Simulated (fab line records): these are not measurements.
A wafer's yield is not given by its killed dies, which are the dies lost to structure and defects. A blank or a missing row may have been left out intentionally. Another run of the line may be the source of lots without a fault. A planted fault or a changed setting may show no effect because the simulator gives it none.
fab line records	flow nand_harc
record lots=24	wafers=72	last_day=33
route steps=1302 shown A_CONTACT@1059 A_BLC@1122
lots that met no fault: taken from a fault-free run of the same line
start_h: start of the lot's first displayed wafer, in hours after the record's first day	wait_h: how many hours have passed since the lot's step before this one	" repeats the value in the row above	L1.1+2: a single row standing in for several wafers	- no value, or no start was given	* or withheld: withheld	< > ~ a bound
route shown NAME@n: NAME is a module with steps in the file, n the number in the route of the first one	usual: the fault-free wafers' mean and standard deviation	same: alike in all rows	chamber/n: place in a boat	sites: each site's reading	_std_site: how widely they spread, as a standard deviation	_edge_site: the outer-site mean with the inner-site mean subtracted	radius_mm: for every site, how far away it sits from the centre of the wafer	mask NAME#n: copy n	behind: the most recent tool/chamber to have shaped the wafer	hold: reason for holding the lot/hours on hold/outcome of the hold	device: transistor that didn't switch, given as n, p or np	end of line: the route-end tests of the same wafers	where a step has no rows: the recipe by itself	killed: dies that structure and defects cost at the first sort, which is not the same as the wafer's yield	map: per-die view of a wafer (x killed, . not killed, _ where there is no die)
set.NAME: the setting that was run; set.NAME@STEP: the one run at that earlier step	model.NAME: the simulator's own value behind a step, which no gauge read
the route's steps for a sample of lots (tables are steps, rows are wafers)
services: from which hour (start_h, from the record's first day; less than 0 if before it) a tool's chamber was out of use, for how many hours, and why
## steps
# step NHARC_A_CONTACT_CD_MEAS_80
# usual cd_nm=289.7/0.85
lot.wafer	tool	chamber	start_h	wait_h	cd_nm
L074.3	cd_sem-01	-	498.73	-	290.0
L074.5	"	-	"	"	289.9
L074.6	"	-	"	"	289.2
L075.1	cd_sem-02	-	510.70	-	290.2
L075.5	"	-	"	"	289.4
L075.6	"	-	"	"	290.3
L076.1	cd_sem-01	-	519.89	-	288.9
L076.3	"	-	"	"	289.4
L076.6	"	-	"	"	289.6
L077.2	cd_sem-02	-	525.49	-	290.5
L077.4	"	-	"	"	290.6
L077.6	"	-	"	"	290.6
L078.2	cd_sem-01	-	526.85	-	289.7
L078.4	"	-	"	"	289.7
L078.6	"	-	"	"	289.7
L079.1	cd_sem-02	-	550.43	-	288.9
L079.2	"	-	"	"	288.7
L079.6	"	-	"	"	288.8
L081.4	cd_sem-03	-	571.78	-	290.2
L081.5	"	-	"	"	289.7
L081.6	"	-	"	"	290.6
L080.2	cd_sem-03	-	573.22	-	290.0
L080.3	"	-	"	"	289.8
L080.5	"	-	"	"	290.0
L082.2	cd_sem-01	-	588.12	-	287.8
L082.4	"	-	"	"	287.9
L082.6	"	-	"	"	288.7
L084.2	cd_sem-01	-	604.08	-	289.9
L084.3	"	-	"	"	289.8
L084.6	"	-	"	"	290.6
L083.1	cd_sem-02	-	608.99	-	290.4
L083.2	"	-	"	"	292.0
L083.4	"	-	"	"	291.4
L085.1	cd_sem-03	-	610.91	-	289.5
L085.3	"	-	"	"	290.0
L085.6	"	-	"	"	290.6
L087.1	cd_sem-01	-	619.86	-	289.3
L087.3	"	-	"	"	289.6
L087.4	"	-	"	"	288.9
L086.1	cd_sem-02	-	622.50	-	290.5
L086.5	"	-	"	"	288.7
L086.6	"	-	"	"	290.0
L089.1	cd_sem-01	-	639.02	-	288.9
L089.2	"	-	"	"	289.5
L089.3	"	-	"	"	290.1
L088.3	cd_sem-02	-	642.54	-	290.1
L088.4	"	-	"	"	290.2
L088.6	"	-	"	"	289.1
L090.1	cd_sem-02	-	664.09	-	290.6
L090.2	"	-	"	"	290.5
L090.5	"	-	"	"	289.9
L091.1	cd_sem-02	-	665.67	-	288.5
L091.2	"	-	"	"	287.5
L091.3	"	-	"	"	288.2
L093.1	cd_sem-02	-	694.42	-	290.7
L093.3	"	-	"	"	291.4
L093.5	"	-	"	"	291.1
L094.3	cd_sem-01	-	698.10	-	290.5
L094.4	"	-	"	"	290.1
L094.5	"	-	"	"	289.9
L092.2	cd_sem-03	-	700.38	-	289.2
L092.4	"	-	"	"	289.3
L092.6	"	-	"	"	289.5
L095.2	cd_sem-02	-	713.90	-	289.8
L095.3	"	-	"	"	290.0
L095.6	"	-	"	"	289.8
L096.1	cd_sem-02	-	716.87	-	289.3
L096.2	"	-	"	"	289.4
L096.4	"	-	"	"	289.5
L097.4	cd_sem-02	-	729.64	-	288.7
L097.5	"	-	"	"	289.5
L097.6	"	-	"	"	288.9
# step NHARC_A_CONTACT_DEP_84
# recipe target_thk_a=28000	temp_c=400	material=aC
# usual throttle_valve_pct=35.000/0.0084
lot.wafer	tool	chamber	start_h	wait_h	throttle_valve_pct
L074.3	acl_dep-02	0	500.83	-	34.995
L074.5	"	0	"	"	34.994
L074.6	"	0	"	"	35.001
L075.1	acl_dep-03	0	512.99	-	34.999
L075.5	"	0	514.14	-	35.007
L075.6	"	0	"	"	34.990
L076.1	acl_dep-01	0	521.76	-	34.986
L076.3	"	0	"	"	35.005
L076.6	"	0	"	"	35.000
L077.2	acl_dep-01	0	526.83	-	35.001
L077.4	"	0	"	"	34.998
L077.6	"	0	"	"	34.991
L078.2	acl_dep-03	0	528.08	-	35.007
L078.4	"	0	"	"	34.986
L078.6	"	0	"	"	35.005
L079.1	acl_dep-02	0	553.72	-	34.995
L079.2	"	0	"	"	34.991
L079.6	"	0	555.17	-	34.993
L081.4	acl_dep-03	0	573.68	-	34.999
L081.5	"	0	"	"	35.004
L081.6	"	0	"	"	34.999
L080.2	acl_dep-01	0	574.57	-	35.003
L080.3	"	0	"	"	35.000
L080.5	"	0	"	"	35.002
L082.2	acl_dep-03	0	589.36	-	35.000
L082.4	"	0	"	"	34.989
L082.6	"	0	"	"	35.009
L084.2	acl_dep-01	0	608.33	-	35.006
L084.3	"	0	"	"	35.011
L084.6	"	0	"	"	35.009
L083.1	acl_dep-01	0	614.90	-	34.994
L083.2	"	0	"	"	35.007
L083.4	"	0	"	"	35.015
L085.1	acl_dep-01	0	616.63	-	34.998
L085.3	"	0	"	"	34.993
L085.6	"	0	"	"	35.004
L087.1	acl_dep-02	0	622.70	-	35.016
L087.3	"	0	"	"	34.998
L087.4	"	0	"	"	35.008
L086.1	acl_dep-02	0	624.40	-	34.998
L086.5	"	0	625.53	-	35.006
L086.6	"	0	"	"	34.998
L089.1	acl_dep-03	0	641.00	-	35.008
L089.2	"	0	"	"	34.999
L089.3	"	0	"	"	35.001
L088.3	acl_dep-02	0	644.15	-	35.007
L088.4	"	0	"	"	35.007
L088.6	"	0	"	"	35.003
L090.1	acl_dep-02	0	665.23	-	34.996
L090.2	"	0	"	"	35.011
L090.5	"	0	"	"	35.023
L091.1	acl_dep-01	0	667.17	-	35.015
L091.2	"	0	"	"	35.006
L091.3	"	0	"	"	34.990
L093.1	acl_dep-02	0	697.23	-	34.978
L093.3	"	0	"	"	34.998
L093.5	"	0	"	"	34.993
L094.3	acl_dep-02	0	700.16	-	35.007
L094.4	"	0	"	"	34.992
L094.5	"	0	"	"	35.006
L092.2	acl_dep-03	0	701.71	-	35.001
L092.4	"	0	"	"	35.005
L092.6	"	0	"	"	34.999
L095.2	acl_dep-03	0	717.27	-	34.997
L095.3	"	0	"	"	35.010
L095.6	"	0	"	"	35.008
L096.1	acl_dep-02	0	718.40	-	34.994
L096.2	"	0	"	"	35.001
L096.4	"	0	"	"	35.011
L097.4	acl_dep-03	0	731.68	-	34.991
L097.5	"	0	"	"	35.018
L097.6	"	0	"	"	35.005
# step NHARC_A_CONTACT_ETCH_137
# recipe source_w=withheld	pressure_mtorr=20	bias_v=1200	time_s=311	target_depth_a=19120	ar_flow_sccm=withheld	c4f8_flow_sccm=withheld	o2_flow_sccm=withheld	chemistry=C4F8/O2/Ar
lot.wafer	tool	chamber	start_h	wait_h	rf_hours_counter_h
L074.3	har_cap_etch-03	1	505.02	0.2	-
L074.6	"	0	"	"	-
L074.5	"	1	"	"	-
L075.1	har_cap_etch-01	1	517.43	0.2	1
L075.6	"	0	"	"	-
L075.5	"	1	"	"	-
L076.1	har_cap_etch-02	0	526.32	0.2	98
L076.3	"	0	"	"	-
L076.6	"	1	"	"	-
L077.2	har_cap_etch-03	1	531.00	0.2	48
L077.4	"	1	"	"	-
L077.6	"	0	"	"	-
L078.2	har_cap_etch-01	1	532.40	0.3	4
L078.4	"	1	"	"	-
L078.6	"	0	"	"	-
L079.2	har_cap_etch-03	1	558.39	0.2	51
L079.1	"	0	"	"	51
L079.6	"	0	"	"	-
L081.4	har_cap_etch-01	1	577.44	0.2	-
L081.5	"	1	"	"	-
L081.6	"	0	"	"	-
L080.2	har_cap_etch-03	1	578.74	0.2	54
L080.3	"	0	"	"	-
L080.5	"	1	"	"	-
L082.2	har_cap_etch-02	1	593.96	0.3	108
L082.4	"	1	"	"	-
L082.6	"	0	"	"	-
L084.2	har_cap_etch-01	1	612.63	0.2	17
L084.3	"	0	"	"	-
L084.6	"	0	"	"	-
L083.2	har_cap_etch-03	1	619.48	0.2	62
L083.1	"	0	"	"	62
L083.4	"	1	"	"	-
L085.1	har_cap_etch-02	1	625.03	0.2	114
L085.3	"	0	"	"	-
L085.6	"	0	"	"	-
L087.1	har_cap_etch-01	0	627.33	0.2	21
L087.4	"	1	"	"	-
L087.3	"	0	"	"	-
L086.1	har_cap_etch-02	1	629.35	0.2	116
L086.6	"	1	"	"	-
L086.5	"	0	"	"	-
L089.1	har_cap_etch-01	0	646.00	0.3	24
L089.2	"	1	"	"	24
L089.3	"	0	"	"	-
L088.4	har_cap_etch-03	1	648.14	0.2	-
L088.3	"	0	"	"	-
L088.6	"	1	"	"	-
L090.2	har_cap_etch-01	1	669.97	0.2	28
L090.1	"	0	"	"	28
L090.5	"	1	"	"	-
L091.2	har_cap_etch-03	1	671.78	0.3	70
L091.1	"	0	"	"	70
L091.3	"	0	"	"	-
L093.1	har_cap_etch-01	0	701.81	0.2	33
L093.3	"	1	"	"	-
L093.5	"	0	"	"	-
L094.4	har_cap_etch-03	1	704.48	0.3	-
L094.3	"	0	"	"	-
L094.5	"	1	"	"	-
L092.2	har_cap_etch-02	1	705.97	0.2	129
L092.4	"	1	"	"	-
L092.6	"	1	"	"	-
L095.2	har_cap_etch-03	0	721.63	0.3	79
L095.3	"	0	"	"	-
L095.6	"	0	"	"	-
L096.1	har_cap_etch-02	1	722.93	0.2	132
L096.2	"	0	"	"	132
L096.4	"	1	"	"	-
L097.4	har_cap_etch-01	0	735.27	0.2	-
L097.6	"	0	"	"	-
L097.5	"	1	"	"	-
# step NHARC_A_CONTACT_ETCH_138
# recipe source_w=withheld	pressure_mtorr=20	bias_v=1200	time_s=311	target_depth_a=19140	ar_flow_sccm=withheld	c4f8_flow_sccm=withheld	o2_flow_sccm=withheld	chemistry=C4F8/O2/Ar
lot.wafer	tool	chamber	start_h	wait_h	rf_hours_counter_h
L074.3	har_cap_etch-03	1	505.29	0.2	-
L074.6	"	0	"	"	-
L074.5	"	1	"	"	-
L075.1	har_cap_etch-01	1	517.71	0.2	1
L075.6	"	0	"	"	-
L075.5	"	1	"	"	-
L076.1	har_cap_etch-02	0	526.59	0.2	98
L076.3	"	0	"	"	-
L076.6	"	1	"	"	-
L077.2	har_cap_etch-03	1	531.27	0.2	48
L077.4	"	1	"	"	-
L077.6	"	0	"	"	-
L078.2	har_cap_etch-01	1	532.76	0.3	4
L078.4	"	1	"	"	-
L078.6	"	0	"	"	-
L079.2	har_cap_etch-03	1	558.66	0.2	51
L079.1	"	0	"	"	51
L079.6	"	0	"	"	-
L081.4	har_cap_etch-01	1	577.71	0.2	-
L081.5	"	1	"	"	-
L081.6	"	0	"	"	-
L080.2	har_cap_etch-03	1	579.01	0.2	54
L080.3	"	0	"	"	-
L080.5	"	1	"	"	-
L082.2	har_cap_etch-02	1	594.33	0.3	108
L082.4	"	1	"	"	-
L082.6	"	0	"	"	-
L084.2	har_cap_etch-01	1	612.90	0.2	18
L084.3	"	0	"	"	-
L084.6	"	0	"	"	-
L083.2	har_cap_etch-03	1	619.75	0.2	62
L083.1	"	0	"	"	62
L083.4	"	1	"	"	-
L085.1	har_cap_etch-02	1	625.30	0.2	115
L085.3	"	0	"	"	-
L085.6	"	0	"	"	-
L087.1	har_cap_etch-01	0	627.61	0.2	21
L087.4	"	1	"	"	-
L087.3	"	0	"	"	-
L086.1	har_cap_etch-02	1	629.62	0.2	116
L086.6	"	1	"	"	-
L086.5	"	0	"	"	-
L089.1	har_cap_etch-01	0	646.36	0.3	24
L089.2	"	1	"	"	24
L089.3	"	0	"	"	-
L088.4	har_cap_etch-03	1	648.41	0.2	-
L088.3	"	0	"	"	-
L088.6	"	1	"	"	-
L090.2	har_cap_etch-01	1	670.24	0.2	28
L090.1	"	0	"	"	28
L090.5	"	1	"	"	-
L091.2	har_cap_etch-03	1	672.15	0.3	71
L091.1	"	0	"	"	71
L091.3	"	0	"	"	-
L093.1	har_cap_etch-01	0	702.08	0.2	33
L093.3	"	1	"	"	-
L093.5	"	0	"	"	-
L094.4	har_cap_etch-03	1	704.85	0.3	-
L094.3	"	0	"	"	-
L094.5	"	1	"	"	-
L092.2	har_cap_etch-02	1	706.24	0.2	129
L092.4	"	1	"	"	-
L092.6	"	1	"	"	-
L095.2	har_cap_etch-03	0	722.00	0.3	79
L095.3	"	0	"	"	-
L095.6	"	0	"	"	-
L096.1	har_cap_etch-02	1	723.21	0.2	132
L096.2	"	0	"	"	132
L096.4	"	1	"	"	-
L097.4	har_cap_etch-01	0	735.54	0.2	-
L097.6	"	0	"	"	-
L097.5	"	1	"	"	-
# step NHARC_A_CONTACT_INSPECT_23
# usual raw_defect_count=528/160
lot.wafer	tool	chamber	start_h	wait_h	raw_defect_count
L074.3	defect_inspect-01	-	508.63	0.1	551
L074.5	"	-	"	"	442
L074.6	"	-	"	"	469
L075.1	defect_inspect-02	-	521.13	0.1	402
L075.5	"	-	"	"	424
L075.6	"	-	"	"	508
L076.1	defect_inspect-01	-	530.02	0.1	644
L076.3	"	-	"	"	647
L076.6	"	-	"	"	686
L077.2	defect_inspect-02	-	534.73	0.1	364
L077.4	"	-	"	"	459
L077.6	"	-	"	"	448
L078.2	defect_inspect-01	-	536.44	0.1	483
L078.4	"	-	"	"	743
L078.6	"	-	"	"	606
L079.1	defect_inspect-02	-	562.13	0.1	437
L079.2	"	-	"	"	476
L079.6	"	-	"	"	434
L081.4	defect_inspect-02	-	581.22	0.1	626
L081.5	"	-	"	"	609
L081.6	"	-	"	"	549
L080.2	defect_inspect-02	-	582.56	0.1	498
L080.3	"	-	"	"	481
L080.5	"	-	"	"	639
L082.2	defect_inspect-01	-	598.01	0.1	542
L082.4	"	-	"	"	621
L082.6	"	-	"	"	463
L084.2	defect_inspect-02	-	616.42	0.1	688
L084.3	"	-	"	"	497
L084.6	"	-	"	"	630
L083.1	defect_inspect-02	-	623.23	0.1	333
L083.2	"	-	"	"	663
L083.4	"	-	"	"	493
L085.1	defect_inspect-02	-	628.81	0.1	363
L085.3	"	-	"	"	378
L085.6	"	-	"	"	359
L087.1	defect_inspect-01	-	631.07	0.1	543
L087.3	"	-	"	"	499
L087.4	"	-	"	"	593
L086.1	defect_inspect-01	-	633.24	0.1	298
L086.5	"	-	"	"	393
L086.6	"	-	"	"	327
L089.1	defect_inspect-02	-	650.14	0.1	471
L089.2	"	-	"	"	416
L089.3	"	-	"	"	467
L088.3	defect_inspect-02	-	651.79	0.1	514
L088.4	"	-	"	"	596
L088.6	"	-	"	"	561
L090.1	defect_inspect-02	-	673.71	0.1	841
L090.2	"	-	"	"	716
L090.5	"	-	"	"	747
L091.1	defect_inspect-02	-	675.83	0.1	423
L091.2	"	-	"	"	771
L091.3	"	-	"	"	389
L093.1	defect_inspect-02	-	705.80	0.1	571
L093.3	"	-	"	"	523
L093.5	"	-	"	"	713
L094.3	defect_inspect-01	-	708.40	0.1	492
L094.4	"	-	"	"	514
L094.5	"	-	"	"	546
L092.2	defect_inspect-02	-	709.78	0.1	357
L092.4	"	-	"	"	509
L092.6	"	-	"	"	375
L095.2	defect_inspect-02	-	725.68	0.1	580
L095.3	"	-	"	"	393
L095.6	"	-	"	"	473
L096.1	defect_inspect-01	-	727.01	0.1	522
L096.2	"	-	"	"	457
L096.4	"	-	"	"	428
L097.4	defect_inspect-02	-	738.97	0.1	394
L097.5	"	-	"	"	455
L097.6	"	-	"	"	471
# step NHARC_A_BLC_ETCH_17
# recipe target_depth_a=3900	over_etch_frac=0.25	time_s=609.38	ion_energy_ev=200	n2_flow_sccm=150	h2_flow_sccm=150	ar_flow_sccm=0	rf_w=400	bias_w=150	chemistry=N2/H2
# usual drypump_motor_current_A=5.7/0.39	oes_product_au=0.996/0.013	rf_vpp_V=429.5/2.2	showerhead_plenum_p_Torr=2.00/0.073	throttle_valve_pct=14.171/0.0088
# same over_etch_frac=0.25
lot.wafer	tool	chamber	start_h	wait_h	drypump_motor_current_A	oes_product_au	rf_hours_counter_h	rf_vpp_V	showerhead_plenum_p_Torr	throttle_valve_pct
L074.3	rie_diel-03	1	-	-	5.7	1.006	4	432.7	2.12	14.166
L074.6	"	2	"	"	5.0	0.999	-	428.6	1.99	14.181
L074.5	"	3	"	"	6.1	0.981	-	426.2	1.92	14.177
L075.1	rie_diel-03	1	-	-	5.7	0.999	4	432.4	2.12	14.187
L075.5	"	0	"	"	5.7	0.990	-	426.0	1.93	14.174
L075.6	"	1	"	"	5.7	1.008	-	433.3	2.12	14.169
L076.3	rie_diel-11	2	-	-	5.8	1.009	5	427.4	2.01	14.181
L076.1	"	0	"	"	5.4	0.995	4	427.2	1.91	14.174
L076.6	"	3	"	"	6.3	1.003	-	432.0	2.09	14.171
L077.4	rie_diel-03	3	-	-	6.1	0.971	6	427.9	1.91	14.184
L077.2	"	1	"	"	5.8	0.994	6	432.5	2.12	14.170
L077.6	"	3	"	"	6.1	0.981	-	428.4	1.91	14.173
L078.2	rie_diel-11	2	-	-	5.8	0.991	7	428.9	2.01	14.177
L078.4	"	0	"	"	5.4	1.005	6	427.5	1.91	14.161
L078.6	"	1	"	"	5.2	0.995	-	430.9	2.03	14.177
L079.1	rie_diel-03	2	-	-	5.0	0.988	8	429.9	1.98	14.162
L079.2	"	3	"	"	6.1	0.991	9	424.7	1.91	14.176
L079.6	"	2	"	"	5.0	0.977	-	429.5	1.98	14.175
L081.4	rie_diel-11	2	-	-	5.8	1.003	8	430.0	2.01	14.180
L081.5	"	0	"	"	5.4	1.000	-	426.6	1.91	14.168
L081.6	"	1	"	"	5.3	0.994	-	430.4	2.03	14.180
L080.3	rie_diel-11	1	-	-	5.2	1.013	10	431.7	2.03	14.170
L080.2	"	3	"	"	6.3	0.998	8	431.7	2.08	14.170
L080.5	"	1	"	"	5.2	1.005	-	429.2	2.03	14.167
L082.2	rie_diel-04	2	-	-	6.3	1.029	19	432.5	2.13	14.164
L082.4	"	3	"	"	5.5	1.017	19	428.8	1.99	14.160
L082.6	"	1	"	"	5.6	1.007	-	433.0	2.07	14.165
L084.3	rie_diel-03	1	-	-	5.7	1.001	13	431.6	2.11	14.169
L084.2	"	0	"	"	5.7	0.971	12	427.8	1.93	14.172
L084.6	"	1	"	"	5.8	0.993	-	431.0	2.11	14.169
L083.1	rie_diel-03	3	-	-	6.1	0.989	14	428.3	1.91	14.175
L083.4	"	0	"	"	5.7	0.968	13	428.6	1.92	14.174
L083.2	"	1	"	"	5.8	1.003	14	432.1	2.11	14.154
L085.1	rie_diel-03	1	-	-	5.8	1.007	15	432.1	2.11	14.194
L085.3	"	0	"	"	5.8	0.977	14	426.9	1.92	14.154
L085.6	"	1	"	"	5.8	1.007	-	432.0	2.11	14.161
L087.4	rie_diel-03	2	-	-	5.0	0.976	16	427.9	1.98	14.182
L087.3	"	3	"	"	6.1	0.997	15	428.5	1.91	14.161
L087.1	"	0	"	"	5.8	0.975	14	426.7	1.92	14.168
L086.1	rie_diel-04	2	-	-	6.2	1.021	26	433.0	2.13	14.162
L086.6	"	2	"	"	6.2	1.016	-	433.2	2.13	14.184
L086.5	"	3	"	"	5.6	1.010	-	428.9	1.98	14.155
L089.3	rie_diel-04	0	-	-	5.9	1.025	34	431.3	2.03	14.183
L089.1	"	2	"	"	6.2	1.023	29	432.6	2.13	14.165
L089.2	"	3	"	"	5.5	1.018	33	428.5	1.98	14.172
L088.3	rie_diel-11	0	-	-	5.4	1.004	2	426.5	1.91	14.159
L088.6	"	0	"	"	5.4	1.004	-	425.3	1.91	14.143
L088.4	"	1	"	"	5.2	0.991	-	431.2	2.03	14.181
L090.1	rie_diel-11	1	-	-	5.2	0.999	4	431.3	2.03	14.180
L090.2	"	3	"	"	6.3	0.996	3	431.9	2.08	14.162
L090.5	"	1	"	"	5.2	0.997	-	430.9	2.03	14.156
L091.1	rie_diel-11	2	-	-	5.8	1.010	4	430.7	2.00	14.168
L091.2	"	3	"	"	6.3	0.991	3	431.0	2.08	14.186
L091.3	"	0	"	"	5.4	1.009	4	426.8	1.91	14.162
L093.3	rie_diel-03	1	-	-	5.8	0.975	5	431.9	2.11	14.190
L093.1	"	2	"	"	5.0	0.998	4	430.4	1.98	14.158
L093.5	"	2	"	"	5.0	0.998	-	429.6	1.98	14.172
L094.3	rie_diel-11	0	-	-	5.4	1.005	5	428.3	1.91	14.168
L094.4	"	2	"	"	5.7	1.005	6	429.9	2.00	14.156
L094.5	"	0	"	"	5.4	1.003	-	425.6	1.91	14.174
L092.4	rie_diel-11	2	-	-	5.8	1.012	6	430.5	2.00	14.159
L092.2	"	3	"	"	6.3	0.987	5	430.5	2.08	14.180
L092.6	"	2	"	"	5.8	1.007	-	430.0	2.00	14.176
L095.2	rie_diel-03	1	-	-	5.8	0.978	6	434.1	2.11	14.157
L095.3	"	2	"	"	5.0	0.990	6	429.1	1.98	14.170
L095.6	"	3	"	"	6.1	0.991	-	428.0	1.91	14.170
L096.1	rie_diel-03	0	-	-	5.8	0.979	7	426.3	1.92	14.173
L096.2	"	1	"	"	5.7	0.983	7	432.7	2.11	14.166
L096.4	"	2	"	"	5.0	0.988	6	429.9	1.98	14.162
L097.4	rie_diel-03	0	-	-	5.7	0.982	8	427.6	1.92	14.165
L097.5	"	2	"	"	5.0	0.985	-	428.3	1.98	14.175
L097.6	"	3	"	"	6.1	0.999	-	428.2	1.91	14.182
## services
tool	chamber	start_h	hours	kind
har_cap_etch-03	-	477.98	0.5	repair
acl_dep-03	-	481.07	13.0	pm
rie_diel-03	0	491.82	-	clean
rie_diel-03	1	491.82	-	clean
har_cap_etch-01	-	497.00	17.0	pm
har_cap_etch-01	0	497.00	17.0	vent_cycle
har_cap_etch-01	1	497.00	17.0	vent_cycle
har_cap_etch-01	0	514.00	-	clean
har_cap_etch-01	1	514.00	-	clean
rie_diel-03	0	522.79	10.1	repair
rie_diel-04	-	532.26	9.0	pm
acl_dep-01	-	548.81	13.0	pm
rie_diel-11	3	552.48	1.9	repair
rie_diel-11	2	567.52	9.8	repair
rie_diel-11	2	585.89	5.8	repair
rie_diel-04	2	604.25	8.0	repair
rie_diel-11	-	609.56	9.0	pm
acl_dep-02	-	609.70	13.0	pm
rie_diel-03	-	635.32	9.0	pm
rie_diel-11	3	651.71	1.2	repair
acl_dep-03	-	662.07	13.0	pm
rie_diel-04	-	709.26	9.0	pm
rie_diel-11	3	716.29	14.6	repair
acl_dep-01	-	729.81	13.0	pm
## key
fault none
